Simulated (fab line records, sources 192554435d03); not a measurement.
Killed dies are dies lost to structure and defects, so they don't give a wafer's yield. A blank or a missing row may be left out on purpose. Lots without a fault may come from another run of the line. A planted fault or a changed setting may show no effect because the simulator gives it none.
fab line records | flow n5_finfet
record lots=9 wafers=25 last_day=22
route steps=1938 shown BEOL_M1@765 BEOL_M4@1111
lots that met no fault: from a run of the same line without faults
start_h: hours from the record's first day to the start of the lot's first wafer shown | wait_h: hours since the lot's step before | " the same as in the row above | L1.1+2: a row that stands for several wafers | - no value, or no start given | * or withheld: withheld | < > ~ a bound
route shown NAME@n: a module of which the file shows steps, and the number in the route of the first | usual: mean/standard deviation of fault-free wafers | same: alike in all rows | chamber/n: place in a boat | sites: the reading at each site | _std_site: their standard deviation | _edge_site: outer sites' mean less inner sites' | radius_mm: how far each site lies from the wafer's centre | mask NAME#n: copy n | behind: the tool/chamber that last shaped the wafer | hold: why the lot was held/for how many hours/how that ended | device: the transistor (n, p or np) that didn't switch | end of line: the same wafers' tests at the end of the route | a step without rows: its recipe alone | killed: dies lost to structure and defects at the first sort, not the wafer's yield | map: a wafer's dies, x killed, . not, _ none there
set.NAME: the setting as run; set.NAME@STEP: as run at that earlier step | model.NAME: the simulator's own value behind a step, which no gauge read
steps of the route over a sample of lots; a table a step, a row a wafer
services: from which hour (start_h, from the record's first day; less than 0 if before it) a tool's chamber was out of use, for how many hours, and why
## steps
# step N5_BEOL_M1_OVL_MEAS_12
# recipe points_per_wafer=522
# usual M1_OVL=-0.6/0.77
# columns lot.wafer tool chamber start_h wait_h M1_OVL[nm]
L147.2 overlay-02 0 132.48 0.0 -1.0
L147.4 " 0 " " -1.3
L147.5 " 0 " " -1.7
L148.4 overlay-02 0 136.61 0.0 0.2
L148.5 " 0 " " -0.6
L148.6 " 0 " " -0.1
L151.1 overlay-01 0 155.32 0.0 -1.6
L151.3 " 0 " " -0.8
L151.4 " 0 " " -1.8
L152.3 overlay-01 0 159.25 0.0 -2.6
L152.4 " 0 " " -0.7
L152.5 " 0 " " -1.4
L153.1 overlay-01 0 162.17 0.0 -1.2
L153.2 " 0 " " -0.6
L153.4 " 0 " " -0.3
L154.1 overlay-02 0 174.18 0.0 -0.8
L154.3 " 0 " " -1.1
L154.6 " 0 " " -0.5
L156.4 overlay-01 0 184.31 0.0 -0.8
L156.5 " 0 " " -1.2
L156.6 " 0 " " -0.5
L167.5 overlay-01 0 244.45 0.0 1.2
L167.6 " 0 " " 0.6
L168.3 overlay-02 0 256.28 0.0 -0.4
L168.6 " 0 " " -0.4
# step N5_BEOL_M1_STRIP_66
# recipe chemistry=CF4 resist=SiARC power_w=300 bias_power_w=75 pressure_mtorr=50 cf4_flow_sccm=150 rf_frequency_hz=6e+07
# usual cf4_flow_sccm=150.0/0.45 drypump_motor_current_A=5.9/0.36 oes_product_au=0.80/0.077 rf_vpp_V=270.9/1.4 showerhead_plenum_p_Torr=1.78/0.054 throttle_valve_pct=13.54/0.14
# columns lot.wafer tool chamber start_h wait_h cf4_flow_sccm drypump_motor_current_A oes_product_au rf_hours_counter_h rf_vpp_V showerhead_plenum_p_Torr throttle_valve_pct
L147.2 rie_diel-06 0 132.77 0.0 149.7 6.5 0.78 129 273.1 1.87 13.51
L147.4 " 2 " " 149.6 5.5 0.80 - 269.9 1.81 13.43
L147.5 " 3 " " 150.0 5.8 0.69 - 269.6 1.70 13.51
L148.4 rie_diel-01 2 137.17 0.0 150.6 5.7 0.82 - 272.0 1.83 13.72
L148.5 " 3 " " 150.4 6.1 0.92 - 271.3 1.83 13.33
L148.6 " 1 " " 150.1 5.7 0.71 - 268.2 1.70 13.86
L151.1 rie_diel-03 2 155.61 0.0 149.8 5.8 0.84 45 271.2 1.83 13.46
L151.3 " 3 " " 150.5 6.2 0.81 87 270.2 1.74 13.38
L151.4 " 0 " " 150.5 6.0 0.88 31 269.9 1.76 13.57
L152.3 rie_diel-01 1 159.54 0.0 149.7 5.6 0.71 230 268.7 1.70 13.88
L152.4 " 1 " " 149.6 5.6 0.72 - 269.7 1.70 13.89
L152.5 " 0 " " 150.6 5.4 0.93 - 269.1 1.77 13.43
L153.1 rie_diel-03 3 162.47 0.0 150.1 6.1 0.81 89 269.4 1.74 13.37
L153.2 " 2 " " 150.0 5.9 0.84 47 272.4 1.83 13.48
L153.4 " 1 " " 149.8 5.2 0.70 215 272.8 1.85 13.52
L154.1 rie_diel-06 3 174.67 0.0 149.8 5.8 0.69 230 269.8 1.70 13.53
L154.3 " 0 " " 150.2 6.5 0.77 143 273.0 1.86 13.55
L154.6 " 2 " " 150.5 5.5 0.79 - 270.9 1.80 13.45
L156.4 rie_diel-06 1 184.60 0.0 149.8 6.3 0.92 13 270.0 1.77 13.52
L156.5 " 1 " " 150.5 6.3 0.92 - 271.3 1.77 13.52
L156.6 " 0 " " 150.7 6.5 0.76 - 272.4 1.86 13.55
L167.5 rie_diel-06 1 244.95 0.0 149.0 6.3 0.90 - 271.6 1.77 13.55
L167.6 " 2 " " 151.0 5.5 0.77 - 270.2 1.80 13.51
L168.3 rie_diel-03 2 256.56 0.0 149.6 5.9 0.80 75 270.4 1.82 13.52
L168.6 " 2 " " 150.2 5.9 0.80 - 271.7 1.82 13.51
# step N5_BEOL_M1_TRENCH_ETCH_37
# recipe chemistry=C4F6/O2 target_depth_a=552.07 target=SiOC time_s=29 ion_energy_ev=250 pressure_mtorr=30 source_w=355 bias_w=185 Ar_flow_sccm=300 C4F6_flow_sccm=10 O2_flow_sccm=10
# usual drypump_motor_current_A=5.8/0.35 oes_product_au=0.83/0.087 rf_vpp_V=661/7.7 showerhead_plenum_p_Torr=2.84/0.086 throttle_valve_pct=20.84/0.15
# columns lot.wafer tool chamber start_h wait_h drypump_motor_current_A oes_product_au rf_hours_counter_h rf_vpp_V showerhead_plenum_p_Torr throttle_valve_pct
L147.2 rie_diel-01 1 136.03 - 5.6 0.72 222 660 2.70 21.09
L147.4 " 2 " " 5.7 0.84 - 671 2.88 21.03
L147.5 " 1 " " 5.6 0.71 - 659 2.70 21.09
L148.4 rie_diel-06 0 155.10 - 6.5 0.78 136 669 2.97 20.82
L148.5 " 0 " " 6.5 0.77 - 668 2.97 20.78
L148.6 " 1 " " 6.3 0.99 - 652 2.81 20.87
L151.1 rie_diel-01 3 174.81 - 6.1 0.92 26 653 2.90 20.65
L151.3 " 2 " " 5.7 0.83 70 671 2.88 21.04
L151.4 " 0 " " 5.4 0.93 10 659 2.81 20.86
L152.3 rie_diel-01 1 178.02 - 5.6 0.71 234 659 2.70 21.12
L152.4 " 0 " " 5.4 0.92 11 660 2.81 20.85
L152.5 " 2 " " 5.7 0.81 - 671 2.88 21.06
L153.1 rie_diel-03 2 179.77 - 5.9 0.84 52 656 2.90 20.81
L153.2 " 3 " " 6.1 0.82 95 656 2.76 20.64
L153.4 " 0 " " 6.0 0.88 38 672 2.79 21.00
L154.1 rie_diel-03 3 187.12 - 6.2 0.81 97 657 2.75 20.65
L154.3 " 0 " " 6.0 0.87 41 672 2.79 21.01
L154.6 " 0 " " 6.0 0.87 - 672 2.79 21.00
L156.4 rie_diel-06 0 192.35 - 6.5 0.77 148 669 2.96 20.80
L156.5 " 0 " " 6.5 0.76 - 669 2.96 20.81
L156.6 " 1 " " 6.3 0.94 - 651 2.80 20.89
L167.5 rie_diel-01 0 256.49 - 5.4 0.87 - 659 2.80 20.89
L167.6 " 1 " " 5.6 0.69 - 669 3.03 20.72
L168.3 rie_diel-01 3 268.32 - 6.1 0.87 55 652 2.88 20.69
L168.6 " 1 " " 5.6 0.68 - 670 3.03 20.74
# step N5_BEOL_M1_OCD_MEAS_38
# usual trench_depth_nm=55.4/0.77
# columns lot.wafer tool chamber start_h wait_h trench_depth_nm
L147.2 ocd-01 - 136.19 - 54.5
L147.4 " - " " 55.4
L147.5 " - " " 54.5
L148.4 ocd-02 - 155.26 - 55.1
L148.5 " - " " 54.2
L148.6 " - " " 55.7
L151.1 ocd-02 - 174.97 - 56.3
L151.3 " - " " 56.1
L151.4 " - " " 55.4
L152.3 ocd-01 - 178.18 - 53.6
L152.4 " - " " 55.9
L152.5 " - " " 54.9
L153.1 ocd-02 - 179.93 - 55.8
L153.2 " - " " 55.9
L153.4 " - " " 55.4
L154.1 ocd-02 - 187.28 - 55.6
L154.3 " - " " 55.4
L154.6 " - " " 55.7
L156.4 ocd-01 - 192.51 - 55.1
L156.5 " - " " 54.2
L156.6 " - " " 55.3
L167.5 ocd-02 - 256.64 - 55.7
L167.6 " - " " 29.2
L168.3 ocd-01 - 268.48 - 56.3
L168.6 " - " " 29.1
# step N5_BEOL_M1_ANNEAL_49
# recipe temp_c=400 time_s=240 ambient=vacuum
# usual heater_power_w=803/75 susceptor_temp_C=400.01/0.23
# columns lot.wafer tool chamber start_h wait_h heater_power_w susceptor_temp_C
L147.2 pvd_sputter-03 - 137.35 0.0 915 399.86
L147.4 " - " " 891 400.02
L147.5 " - " " 905 399.88
L148.4 pvd_sputter-03 - 156.76 0.0 932 400.39
L148.5 " - " " 893 400.34
L148.6 " - " " 716 399.95
L151.1 pvd_sputter-02 - 176.04 0.0 734 400.12
L151.3 " - " " 925 399.77
L151.4 " - " " 854 399.74
L152.3 pvd_sputter-01 - 179.62 0.0 830 399.95
L152.4 " - " " 723 400.19
L152.5 " - " " 838 400.09
L153.1 pvd_sputter-03 - 181.73 0.0 784 400.43
L153.2 " - " " 716 400.04
L153.4 " - " " 896 400.12
L154.1 pvd_sputter-01 - 188.69 0.0 808 399.85
L154.3 " - " " 731 400.25
L154.6 " - " " 714 399.93
L156.4 pvd_sputter-03 - 195.30 0.0 910 399.57
L156.5 " - " " 706 399.80
L156.6 " - " " 791 400.10
L167.5 pvd_sputter-01 - 257.79 0.1 828 400.27
L167.6 " - " " 697 399.78
L168.3 pvd_sputter-02 - 269.30 0.0 865 399.66
L168.6 " - " " 865 399.86
# step N5_BEOL_M4_RC_MEAS_101
# usual CHAIN_V0=233/9 CHAIN_V0_max_site=242/10 DIBL_N=36.3/1.1 DIBL_P=36.3/1.4 IOFF_N=0.155/0.019 IOFF_P=0.211/0.027 ION_N=672/8.5 ION_P=462/5.8 SS_N=71.5/0.56 SS_P=73.3/0.52 VT_N=249.9/2.5 VT_P=-249.8/2.8
# columns lot.wafer tool chamber start_h wait_h CHAIN_V0[ohm/link] CHAIN_V0_max_site[ohm/link] DIBL_N[mV/V] DIBL_P[mV/V] IOFF_N[nA/um] IOFF_P[nA/um] ION_N[uA/um] ION_P[uA/um] SS_N[mV/dec] SS_P[mV/dec] VT_N[mV] VT_P[mV]
L147.2 prober-01 0 210.19 0.2 238 250 37.5 38.2 0.185 0.238 676 460 71.3 74.3 247.9 -248.6
L147.4 " 0 " " 243 254 37.8 39.5 0.200 0.248 675 459 73.1 74.2 245.3 -248.1
L147.5 " 0 " " 227 234 35.0 35.7 0.143 0.190 670 463 71.3 73.0 250.0 -251.1
L148.4 prober-01 0 228.86 0.5 237 250 35.6 36.9 0.152 0.178 669 451 71.1 73.6 248.7 -253.7
L148.5 " 0 " " 245 251 34.9 35.4 0.134 0.170 670 456 71.3 73.3 249.2 -252.4
L148.6 " 0 " " 243 247 35.7 35.9 0.153 0.178 671 455 72.0 73.3 251.5 -253.4
L151.1 prober-01 0 250.22 0.0 217 222 36.3 36.4 0.166 0.199 684 462 71.2 73.6 248.7 -252.6
L151.3 " 0 " " 243 255 34.8 33.7 0.135 0.167 677 463 71.3 72.6 252.9 -251.8
L151.4 " 0 " " 224 231 36.3 35.6 0.171 0.199 691 465 71.8 73.6 248.2 -250.2
L152.3 prober-01 0 257.20 0.3 234 246 38.0 36.8 0.165 0.207 667 454 71.7 73.4 248.1 -253.2
L152.4 " 0 " " 228 233 37.0 36.1 0.151 0.196 676 456 70.8 72.4 249.1 -252.9
L152.5 " 0 " " 238 251 37.8 36.5 0.166 0.200 680 455 71.3 73.5 249.3 -253.1
L153.1 prober-02 0 289.57 0.0 221 226 36.7 37.0 0.177 0.217 689 466 71.6 74.0 250.4 -248.3
L153.2 " 0 " " 231 246 37.7 37.7 0.182 0.223 677 459 72.3 73.2 245.9 -247.1
L153.4 " 0 " " 239 253 36.1 34.9 0.156 0.183 670 456 71.0 73.2 249.7 -251.6
L156.4 prober-02 0 322.57 0.5 251 256 36.8 35.7 0.137 0.201 677 467 70.4 72.5 250.5 -250.7
L156.5 " 0 " " 239 248 37.9 37.1 0.163 0.222 675 468 71.6 73.2 249.0 -246.1
L156.6 " 0 " " 241 246 37.7 37.4 0.156 0.216 672 461 71.7 74.0 248.3 -251.8
L167.5 prober-01 0 368.82 0.6 228 238 34.3 36.8 0.150 0.235 673 472 71.7 73.1 249.5 -244.4
L167.6 " 0 " " 286 296 34.9 36.6 0.157 0.232 665 465 71.8 72.6 251.7 -248.7
L154.1 prober-02 0 399.64 0.0 239 252 35.6 35.6 0.134 0.184 670 460 71.4 73.3 250.1 -253.3
L154.3 " 0 " " 234 244 35.7 36.2 0.138 0.190 664 463 71.3 72.7 251.8 -253.4
L154.6 " 0 " " 234 246 36.2 36.6 0.144 0.195 668 461 71.4 73.2 250.7 -251.7
L168.3 prober-01 0 401.12 0.3 223 232 35.6 35.2 0.158 0.210 682 464 72.1 73.3 248.2 -248.4
L168.6 " 0 " " 272 287 36.0 35.2 0.158 0.205 675 458 71.3 73.0 249.8 -249.2
# sites CHAIN_V0 radius_mm=0,75,75,75,75,140,140,140,140
L147.2 250 247 245 246 237 238 237 227 234
L148.4 225 242 237 235 241 250 232 241 232
L151.1 217 216 222 217 220 217 212 212 212
L152.3 235 234 246 240 234 225 219 214 229
L153.1 224 224 226 223 219 213 209 221 206
L156.4 239 245 245 254 252 254 237 251 256
L167.5 217 227 223 229 222 231 229 238 228
L154.1 239 244 252 247 241 220 236 224 225
L168.3 225 223 224 228 232 216 212 216 223
## services
# columns tool chamber start_h hours kind
pvd_sputter-03 - 118.46 0.5 repair
rie_diel-06 1 123.02 - clean
rie_diel-06 1 123.02 - consumable_replace:focus_ring
rie_diel-06 1 123.02 17.3 scheduled_down
rie_diel-06 1 123.02 17.3 vent_cycle
rie_diel-03 0 125.34 6.0 repair
rie_diel-01 0 128.42 - clean
rie_diel-01 0 128.42 - consumable_replace:focus_ring
rie_diel-01 0 128.42 12.2 scheduled_down
rie_diel-01 0 128.42 12.2 vent_cycle
pvd_sputter-01 - 138.92 4.7 repair
rie_diel-01 2 154.65 6.9 repair
pvd_sputter-02 - 163.68 5.1 repair
rie_diel-01 0 189.86 5.1 repair
rie_diel-01 2 208.89 1.8 repair
rie_diel-01 - 225.35 2.8 pm
rie_diel-01 1 228.66 - clean
rie_diel-01 1 228.66 - consumable_replace:focus_ring
rie_diel-01 1 228.66 - consumable_replace:showerhead
rie_diel-01 1 228.66 18.6 scheduled_down
rie_diel-01 1 228.66 18.6 vent_cycle
rie_diel-01 2 254.21 11.8 repair
## key
first_sign step=N5_BEOL_M1_OCD_MEAS_38 reading=trench_depth_nm direction=down sigmas=34 usual=55.4 struck=29.1
effect step=N5_BEOL_M4_RC_MEAS_101 reading=CHAIN_V0 direction=up sigmas=5.1 usual=233 struck=279
effect step=N5_BEOL_M4_RC_MEAS_101 reading=CHAIN_V0_max_site direction=up sigmas=4.8 usual=242 struck=292
met_at N5_BEOL_M1_TRENCH_ETCH_37
struck_lots L167,L168
struck_wafers L167.6,L168.6
not_acting_at N5_BEOL_M1_OVL_MEAS_12,N5_BEOL_M1_STRIP_66,N5_BEOL_M1_ANNEAL_49
onset_between 178.02 256.49
fault kind=process_parameter_drift tool=rie_diel-01 chamber=- onset_h=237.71 steps=N5_BEOL_M1_TRENCH_ETCH_37 channel=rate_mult offset=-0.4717 shape=step end_h=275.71 scope=struck_wafers_only
